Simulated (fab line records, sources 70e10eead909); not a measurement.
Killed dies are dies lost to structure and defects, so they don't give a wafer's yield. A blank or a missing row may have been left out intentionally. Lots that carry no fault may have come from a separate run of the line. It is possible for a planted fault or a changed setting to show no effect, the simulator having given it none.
fab line records	flow nand_harc
record lots=12	wafers=36	last_day=24
route steps=1159 shown P_CONTACT@238 P_M0@268 END@1159
lots with no fault: from the same line, run without faults
start_h: the number of hours between the record's first day and the start of the first shown wafer of the lot	wait_h: hours elapsed since this lot's preceding step	" as in the row above	L1.1+2: several wafers, shown together as one row	- no value present, or no start provided	* or withheld: withheld	< > ~ a bound
route shown NAME@n: names a module that has steps shown in the file, with the first one's number in the route	usual: the fault-free wafers' mean and standard deviation	same: alike in all rows	chamber/n: place in a boat	sites: the reading at each site	_std_site: how widely they spread, as a standard deviation	_edge_site: mean of outer sites minus mean of inner sites	radius_mm: for every site, how far away it sits from the centre of the wafer	mask NAME#n: copy n	behind: tool/chamber where the wafer was last shaped	hold: the reason the lot was held/the length of the hold in hours/how it ended	device: the n, p or np transistor that did not switch	end of line: the same wafers' tests at the end of the route	a step without rows: its recipe alone	killed: dies that structure and defects cost at the first sort, which is not the same as the wafer's yield	map: a wafer's dies, x killed, . not, _ none there
set.NAME: the setting that was run; set.NAME@STEP: the one run at that earlier step	model.NAME: the simulator's own value behind a step, which no gauge read
a sample of lots followed through the steps of the route, with each step as a table and each wafer as a row
services: a tool's chamber out of use, with start hour (start_h, from the record's first day; less than 0 if before it), hours out, and reason
## steps
# step NHARC_P_CONTACT_ETCH_18
# recipe target_depth_a=4810	time_s=240.5	c4f8_flow_sccm=20	o2_flow_sccm=10	ar_flow_sccm=withheld	rf_w=600	bias_w=1500	chemistry=C4F8/O2/Ar
# usual bias_w=1500/4.6	chamber_pressure_mTorr=25.003/0.023	oes_product_au=0.963/0.017	rf_vpp_V=976/5.9
lot.wafer	tool	chamber	start_h	wait_h	bias_w	chamber_pressure_mTorr	oes_product_au	rf_hours_counter_h	rf_vpp_V
L728.2	rie_diel-04	2	-	-	1500	24.992	0.958	19	970
L728.4	"	0	"	"	1502	24.997	0.973	17	987
L728.6	"	2	"	"	1498	24.953	0.976	-	969
L730.2	rie_diel-08	1	-	-	1508	25.000	0.963	15	975
L730.3	"	2	"	"	1498	25.047	0.940	14	981
L730.6	"	0	"	"	1497	25.011	0.953	-	982
L731.2	rie_diel-13	1	-	-	1500	25.011	0.979	7	981
L731.3	"	2	"	"	1495	24.985	0.969	7	970
L731.5	"	3	"	"	1500	24.990	0.975	-	969
L735.2	rie_diel-04	2	-	-	1507	24.972	0.957	4	969
L735.4	"	3	"	"	1494	25.028	0.977	3	971
L735.6	"	2	"	"	1506	25.004	0.958	-	968
L736.3	rie_diel-04	2	-	-	1496	24.970	0.965	5	969
L736.2	"	1	"	"	1497	25.007	0.949	5	976
L736.6	"	2	"	"	1496	25.050	0.965	-	970
L737.2	rie_diel-08	0	-	-	1497	25.005	0.986	3	983
L737.1	"	2	"	"	1494	24.998	0.939	3	981
L737.3	"	3	"	"	1507	25.001	0.950	3	972
L745.3	rie_diel-08	3	-	-	1498	25.008	0.985	7	973
L745.2	"	1	"	"	1503	25.013	0.962	8	975
L745.6	"	0	"	"	1501	25.032	0.983	-	982
L746.2	rie_diel-08	3	-	-	1499	25.010	0.963	7	973
L746.3	"	0	"	"	1500	24.979	0.961	8	982
L746.6	"	0	"	"	1506	25.025	0.953	-	980
L748.3	rie_diel-08	0	-	-	1501	25.018	0.962	10	982
L748.4	"	1	"	"	1504	24.972	0.960	10	975
L748.5	"	2	"	"	1498	25.013	0.988	-	980
L747.2	rie_diel-13	0	-	-	1498	25.005	0.961	43	983
L747.3	"	2	"	"	1500	25.005	0.982	44	969
L747.5	"	0	"	"	1511	25.031	0.967	-	983
L750.3	rie_diel-04	1	-	-	1494	25.011	0.925	15	975
L750.6	"	1	"	"	1501	24.964	0.916	-	975
L750.5	"	2	"	"	1502	24.958	0.923	-	971
L751.2	rie_diel-04	3	-	-	1501	25.006	0.984	15	969
L751.5	"	1	"	"	1501	25.022	0.957	-	975
L751.6	"	2	"	"	1493	25.014	0.976	-	970
# step NHARC_P_CONTACT_PVD_32
# recipe target_thk_a=50	chamber_pressure_pa=5	power_w=5000	substrate_temp_c=200	time_s=17.7	material=Ti
# usual throttle_valve_pct=29.6/0.82
lot.wafer	tool	chamber	start_h	wait_h	throttle_valve_pct
L728.4	pvd_sputter-01	-	-	-	29.4
L728.2	"	-	"	"	29.6
L728.6	"	-	"	"	30.6
L730.3	pvd_sputter-01	-	-	-	31.0
L730.2	"	-	"	"	28.9
L730.6	"	-	"	"	31.1
L731.3	pvd_sputter-03	-	-	-	28.0
L731.2	"	-	"	"	29.5
L731.5	"	-	"	"	28.1
L735.4	pvd_sputter-02	-	-	-	29.8
L735.2	"	-	"	"	29.6
L735.6	"	-	"	"	30.2
L736.3	pvd_sputter-02	-	-	-	29.2
L736.2	"	-	"	"	30.5
L736.6	"	-	"	"	29.7
L737.3	pvd_sputter-01	-	-	-	28.1
L737.2	"	-	"	"	30.2
L737.1	"	-	"	"	29.0
L745.2	pvd_sputter-01	-	-	-	29.1
L745.3	"	-	"	"	30.5
L745.6	"	-	"	"	31.4
L746.2	pvd_sputter-03	-	-	-	28.3
L746.3	"	-	"	"	29.2
L746.6	"	-	"	"	29.4
L748.4	pvd_sputter-03	-	-	-	29.2
L748.3	"	-	"	"	28.1
L748.5	"	-	"	"	29.0
L747.2	pvd_sputter-02	-	-	-	29.0
L747.3	"	-	"	"	29.9
L747.5	"	-	"	"	28.8
L750.3	pvd_sputter-03	-	-	-	29.2
L750.6	"	-	"	"	29.7
L750.5	"	-	"	"	29.8
L751.2	pvd_sputter-02	-	-	-	29.9
L751.6	"	-	"	"	29.8
L751.5	"	-	"	"	29.3
# step NHARC_P_M0_ETCH_15
# recipe target_depth_a=1500	overetch_a=150	time_s=82.5	c4f8_flow_sccm=withheld	ar_flow_sccm=400	rf_w=600	bias_w=300	chemistry=C4F8/Ar
# usual bias_w=300.1/0.88	chamber_pressure_mTorr=24.997/0.02	oes_product_au=0.956/0.022	rf_vpp_V=439.8/2.2
lot.wafer	tool	chamber	start_h	wait_h	bias_w	chamber_pressure_mTorr	oes_product_au	rf_hours_counter_h	rf_vpp_V
L728.2	rie_diel-02	3	123.37	-	299.8	25.016	0.909	8	441.1
L728.4	"	0	"	"	299.0	25.044	0.975	7	438.2
L728.6	"	0	"	"	298.5	24.985	0.973	-	439.2
L730.2	rie_diel-12	0	134.08	-	298.3	25.010	0.949	6	437.8
L730.3	"	2	"	"	300.0	25.013	0.955	6	437.1
L730.6	"	0	"	"	300.4	24.998	0.953	-	438.3
L731.3	rie_diel-12	3	140.02	-	300.9	25.026	0.964	6	440.3
L731.2	"	1	"	"	300.7	24.947	0.970	7	440.2
L731.5	"	2	"	"	299.8	24.985	0.977	-	439.0
L735.2	rie_diel-12	3	157.69	-	-	-	-	-	-
L735.4	"	0	"	"	-	-	-	-	-
L735.6	"	2	"	"	-	-	-	-	-
L736.2	rie_diel-02	2	160.06	-	-	-	-	-	-
L736.3	"	3	"	"	-	-	-	-	-
L736.6	"	0	"	"	-	-	-	-	-
L737.2	rie_diel-09	3	174.48	-	-	-	-	-	-
L737.1	"	1	"	"	-	-	-	-	-
L737.3	"	2	"	"	-	-	-	-	-
L745.2	rie_diel-12	3	221.44	-	299.8	24.992	0.973	1	440.1
L745.3	"	0	"	"	300.5	24.977	0.982	1	437.8
L745.6	"	2	"	"	300.5	25.008	0.951	-	438.2
L746.2	rie_diel-09	2	221.85	-	298.9	24.993	0.915	8	436.6
L746.3	"	0	"	"	301.6	25.024	0.909	9	438.9
L746.6	"	2	"	"	298.3	25.012	0.913	-	437.0
L748.3	rie_diel-09	0	231.22	-	299.9	25.007	0.929	9	437.7
L748.4	"	1	"	"	300.6	24.980	0.933	9	441.9
L748.5	"	0	"	"	299.8	24.983	0.906	-	436.6
L747.2	rie_diel-12	0	232.07	-	302.0	24.982	0.977	1	438.5
L747.3	"	2	"	"	301.9	25.007	0.966	1	436.8
L747.5	"	1	"	"	299.5	24.968	0.988	-	440.9
L750.3	rie_diel-02	1	252.84	-	299.6	25.004	0.962	5	444.3
L750.5	"	1	"	"	300.7	24.995	0.958	-	444.9
L750.6	"	2	"	"	300.1	25.009	0.987	-	441.6
L751.2	rie_diel-02	0	264.53	-	299.9	25.010	0.963	6	438.9
L751.5	"	3	"	"	300.2	24.964	0.965	-	440.8
L751.6	"	0	"	"	301.7	25.003	0.973	-	438.5
# step NHARC_P_M0_ANNEAL_30
# recipe temp_c=225	time_s=90
# usual wafer_temp_C_max=225.92/0.26
lot.wafer	tool	chamber	start_h	wait_h	wafer_temp_C_max
L728.2	rtp_anneal-01	0	124.90	-	226.46
L728.4	"	0	"	"	226.77
L728.6	"	0	"	"	226.44
L730.2	rtp_anneal-02	0	135.65	-	226.11
L730.3	"	0	"	"	225.94
L730.6	"	0	"	"	226.25
L731.2	rtp_anneal-02	0	141.55	-	225.90
L731.3	"	0	"	"	226.20
L731.5	"	0	"	"	225.47
L735.2	rtp_anneal-01	0	159.26	0.4	226.19
L735.4	"	0	"	"	225.92
L735.6	"	0	"	"	226.11
L736.2	rtp_anneal-02	0	161.58	-	226.24
L736.3	"	0	"	"	225.49
L736.6	"	0	"	"	225.72
L737.1	rtp_anneal-02	0	175.96	0.3	225.74
L737.2	"	0	"	"	226.06
L737.3	"	0	"	"	225.76
L745.2	rtp_anneal-01	0	222.97	-	226.25
L745.3	"	0	"	"	226.21
L745.6	"	0	"	"	226.07
L746.2	rtp_anneal-02	0	223.76	-	225.37
L746.3	"	0	"	"	225.61
L746.6	"	0	"	"	225.83
L748.3	rtp_anneal-01	0	232.80	-	226.34
L748.4	"	0	"	"	226.19
L748.5	"	0	"	"	225.91
L747.2	rtp_anneal-01	0	233.64	0.4	225.99
L747.3	"	0	"	"	226.09
L747.5	"	0	"	"	226.01
L750.3	rtp_anneal-02	0	254.45	-	225.55
L750.5	"	0	"	"	225.43
L750.6	"	0	"	"	225.70
L751.2	rtp_anneal-01	0	266.07	-	225.53
L751.5	"	0	"	"	226.06
L751.6	"	0	"	"	225.99
# step NHARC_END_SORT_01
# recipe temp_c=25
# usual defect_limited_yield=96.2/1.3	killed_at_array=21/8.9	killed_at_other=0.8/1.3	killed_at_periphery=3.6/2.4	killed_dies=26/8.9	killed_open=3.1/1.8	killed_short=1.9/1.3	sort_bin_2_pct=1.2/0.54	sort_bin_3_pct=0.21/0.17	sort_bin_4_pct=2.4/0.91	sort_n_pass=651/8.9	sort_rim_yield_pct=95.0/2.8	sort_yield_pct=96.2/1.3
# same gross_dies=677	sort_bin_5_pct[%]=0	sort_bin_6_pct[%]=0	sort_bin_7_pct[%]=0	sort_bin_8_pct[%]=0	sort_rim_n_gross=106.00
lot.wafer	tool	chamber	start_h	wait_h	defect_limited_yield[%]	killed_at_array	killed_at_other	killed_at_periphery	killed_dies	killed_open	killed_short	sort_bin_2_pct[%]	sort_bin_3_pct[%]	sort_bin_4_pct[%]	sort_n_pass	sort_rim_yield_pct[%]	sort_yield_pct[%]
L735.2	prober-01	0	485.79	2.8	0	10	5	662	677	4	1	98.5	0	1.5	0	0	0
L735.4	prober-01	0	487.39	3.4	0	16	2	659	677	4	2	97.8	0.15	2.1	0	0	0
L735.6	prober-01	0	488.99	4.0	0	13	1	663	677	2	0	98.4	0	1.6	0	0	0
L736.2	prober-02	0	485.81	2.8	0	47	1	629	677	11	5	95.4	0.30	4.3	0	0	0
L736.3	prober-02	0	486.60	3.1	0	37	0	640	677	3	3	95.4	0.30	4.3	0	0	0
L736.6	prober-02	0	488.98	4.0	0	35	1	641	677	4	0	95.3	0	4.7	0	0	0
L737.1	prober-01	0	493.77	2.5	0	31	5	641	677	2	2	95.6	0.30	4.1	0	0	0
L737.2	prober-01	0	494.58	2.8	0	28	0	649	677	2	0	96.9	0.15	3.0	0	0	0
L737.3	prober-01	0	495.39	3.1	0	32	3	642	677	4	3	96.6	0.15	3.2	0	0	0
# killed by level:class
L735.2 P_M0:area_etch=659 THIN_TSV:chamber_film_flake=5 A_CHANNEL_HOLE_D1:chamber_film_flake=2 A_STAIRCASE:chamber_film_flake=2 A_WL_FILL:chamber_film_flake=2 P_GATE:geometric_particle:open=1 P_CONTACT:geometric_particle:open=1 P_CONTACT:geometric_particle:short=1
L736.2 P_M0:area_etch=620 A_CHANNEL_HOLE_D1:chamber_film_flake=17 A_SLIT:chamber_film_flake=11 A_CHANNEL_FILL_D1:geometric_particle:open=3 P_GATE:chamber_film_flake=3 P_M0:chamber_film_flake=3 A_ZERO_WELL:chamber_film_flake=3 P_M2:geometric_particle:open=2
L736.3 P_M0:area_etch=632 A_CHANNEL_HOLE_D1:chamber_film_flake=20 P_M0:chamber_film_flake=5 A_SLIT:chamber_film_flake=5 A_M0:chamber_film_flake=3 P_GATE:chamber_film_flake=2 A_CONTACT:chamber_film_flake=2 P_M0:geometric_particle:short=1
L735.4 P_M0:area_etch=658 A_STAIRCASE:chamber_film_flake=5 A_CHANNEL_HOLE_D1:chamber_film_flake=2 A_SLIT:chamber_film_flake=2 THIN_TSV:chamber_film_flake=2 P_CONTACT:geometric_particle:short=1 A_ONON_D1:geometric_particle:open=1 A_CHANNEL_FILL_D1:geometric_particle:open=1
L736.6 P_M0:area_etch=636 A_CHANNEL_HOLE_D1:chamber_film_flake=11 A_SLIT:chamber_film_flake=10 A_CONTACT:chamber_film_flake=5 A_M0:chamber_film_flake=5 P_M0:chamber_film_flake=3 A_M0:geometric_particle:open=2 P_GATE:geometric_particle:open=1
L735.6 P_M0:area_etch=662 A_CHANNEL_HOLE_D1:chamber_film_flake=3 A_STAIRCASE:chamber_film_flake=3 A_SLIT:chamber_film_flake=3 A_CONTACT:chamber_film_flake=2 P_GATE:geometric_particle:open=1 A_CONTACT:geometric_particle:open=1 A_WL_FILL:chamber_film_flake=1
L737.1 P_M0:area_etch=640 A_CHANNEL_HOLE_D1:chamber_film_flake=19 A_SLIT:chamber_film_flake=5 THIN_TSV:chamber_film_flake=5 A_CONTACT:chamber_film_flake=2 P_GATE:geometric_particle:open=1 A_ONON_D1:geometric_particle:open=1 A_CHANNEL_HOLE_D1:geometric_particle:short=1
L737.2 P_M0:area_etch=647 A_CHANNEL_HOLE_D1:chamber_film_flake=12 A_SLIT:chamber_film_flake=11 P_M1:chamber_film_flake=2 A_WL_FILL:chamber_film_flake=2 A_CONTACT:geometric_particle:open=1 A_M0:geometric_particle:open=1 A_STAIRCASE:chamber_film_flake=1
L737.3 P_M0:area_etch=639 A_CHANNEL_HOLE_D1:chamber_film_flake=16 A_SLIT:chamber_film_flake=7 THIN_TSV:chamber_film_flake=3 A_WL_FILL:geometric_particle:short=2 P_M0:geometric_particle:open=1 A_ONON_D1:geometric_particle:open=1 A_WL_FILL:geometric_particle:open=1
## services
tool	chamber	start_h	hours	kind
rie_diel-09	-	89.61	0.9	repair
rie_diel-04	0	98.53	4.5	repair
rie_diel-13	-	99.00	9.0	pm
pvd_sputter-03	-	102.00	10.0	pm
rie_diel-04	-	111.94	9.0	pm
rie_diel-13	2	119.04	3.8	repair
rie_diel-08	-	124.80	9.0	pm
rie_diel-13	1	144.18	5.4	repair
rie_diel-02	-	150.70	9.0	pm
rie_diel-12	-	151.29	0.3	repair
pvd_sputter-01	-	158.36	10.0	pm
rie_diel-04	2	183.10	4.2	repair
rie_diel-12	1	186.84	4.1	repair
rie_diel-04	2	195.37	6.4	repair
pvd_sputter-03	-	200.98	2.4	repair
rie_diel-12	-	202.40	9.0	pm
rie_diel-04	2	209.85	3.1	repair
pvd_sputter-02	-	214.02	10.0	pm
rie_diel-08	2	217.48	6.4	repair
rie_diel-12	3	241.35	4.5	repair
pvd_sputter-01	-	242.87	4.6	repair
rie_diel-09	1	251.15	1.3	repair
rie_diel-09	-	254.10	9.0	pm
rie_diel-08	0	256.90	5.9	repair
## key
first_sign step=NHARC_P_M0_ETCH_15	reading=tool_record	direction=missing
effect step=NHARC_END_SORT_01	reading=killed_at_periphery	direction=up	sigmas=99+	usual=3.6	struck=647.3
more_kills_born_at NHARC_P_M0_ETCH_15@rie_diel-12=1979	NHARC_P_M0_ETCH_15@rie_diel-09=1926	NHARC_P_M0_ETCH_15@rie_diel-02=1885
met_at NHARC_P_M0_ETCH_15
struck_lots L735,L736,L737
later_rows_left_out L735.2,L735.4,L735.6,L736.2,L736.3,L736.6,L737.1,L737.2,L737.3
not_acting_at NHARC_P_CONTACT_ETCH_18,NHARC_P_CONTACT_PVD_32,NHARC_P_M0_ANNEAL_30
onset_between 140.02 157.69
fault kind=skipped_step_whole	tool=rie_diel-02,rie_diel-09,rie_diel-12	chamber=-	onset_h=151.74	steps=NHARC_P_M0_ETCH_15	scope=struck_lots_only
# later_rows_left_out: the simulator's readings of these wafers behind a module that went badly wrong aren't trusted and aren't shown, but for the sort
